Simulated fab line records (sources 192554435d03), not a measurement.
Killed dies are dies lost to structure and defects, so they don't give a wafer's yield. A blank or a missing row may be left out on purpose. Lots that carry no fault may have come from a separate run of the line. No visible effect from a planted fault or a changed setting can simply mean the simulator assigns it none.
Matching of chambers	flow n5 finfet	4 sister chambers for N5_MOL_CONTACT_COAG_CMP_52 on cmp-03
The step polishes, stops on SiO2, t overpolish 1.5 s, target thk 66.5 nm. 16 wafers are shown with their chamber, then 8 later ones without.

## EACH WAFER AND ITS CHAMBER
wafer	chamber	motor current A (A)	head pressure psi (psi)	time to endpoint s (s)
L074.2	1	10.8	4.027	12.0
L074.3	2	11.2	4.003	13.4
L074.4	3	12.5	4.005	13.6
L076.3	0	11.6	4.012	12.2
L076.4	3	12.1	3.999	13.1
L076.5	0	11.6	4.016	10.5
L077.3	0	11.9	4.008	15.1
L077.4	3	12.4	4.025	16.0
L077.5	3	12.1	4.008	13.2
L081.2	0	11.2	3.984	13.8
L081.3	2	10.9	4.005	13.6
L081.5	0	11.3	3.997	14.7
L082.1	2	11.4	4.002	10.1
L082.4	1	11.1	4.006	12.9
L082.6	2	11.5	4.000	10.8
L084.2	2	11.3	4.001	14.4

SIGNATURES (means of the wafers above)
reading	chamber 0	chamber 1	chamber 2	chamber 3	scatter within a chamber
motor current A	11.520	10.950	11.260	12.275	0.24
head pressure psi	4.00340	4.01650	4.00220	4.00925	0.0103
time to endpoint s	13.260	12.450	12.460	13.975	1.7
Rule: for a wafer and a chamber, the distance is found by dividing, reading by reading, the gap between the wafer's reading and the chamber's mean by the reading's scatter, squaring, summing and taking the root. The wafer belongs to the nearest chamber; if the next one is less than 2 further off, it can't be placed. The scatter: take each reading less its chamber's mean, square it, sum over the shown wafers, divide by the number of wafers less the number of chambers, and take the root.

## WAFERS WITHOUT THEIR CHAMBER
wafer	motor current A (A)	head pressure psi (psi)	time to endpoint s (s)
L084.4	11.3	3.995	11.4
L084.5	10.7	4.003	15.3
L089.1	11.1	3.981	17.6
L089.3	11.9	3.994	16.6
L089.4	11.8	3.991	12.8
L091.3	11.8	4.003	14.5
L091.4	11.0	4.011	15.1
L091.5	12.1	3.992	15.3

## EACH ONE'S CHAMBER
wafer	from the rows above	in truth
L084.4	can't be placed: 2 or 0 or 1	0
L084.5	can't be placed: 1 or 2 or 0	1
L089.1	can't be placed: 2 or 0 or 1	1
L089.3	can't be placed: 3 or 0 or 2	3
L089.4	can't be placed: 0 or 2 or 3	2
L091.3	can't be placed: 0 or 3 or 2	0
L091.4	can't be placed: 1 or 2 or 0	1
L091.5	can't be placed: 3 or 0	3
Correct placement for 0 of the 8. These rows do not allow placing 8 (true chamber among the candidates in 8). Wrongly placed: 0.
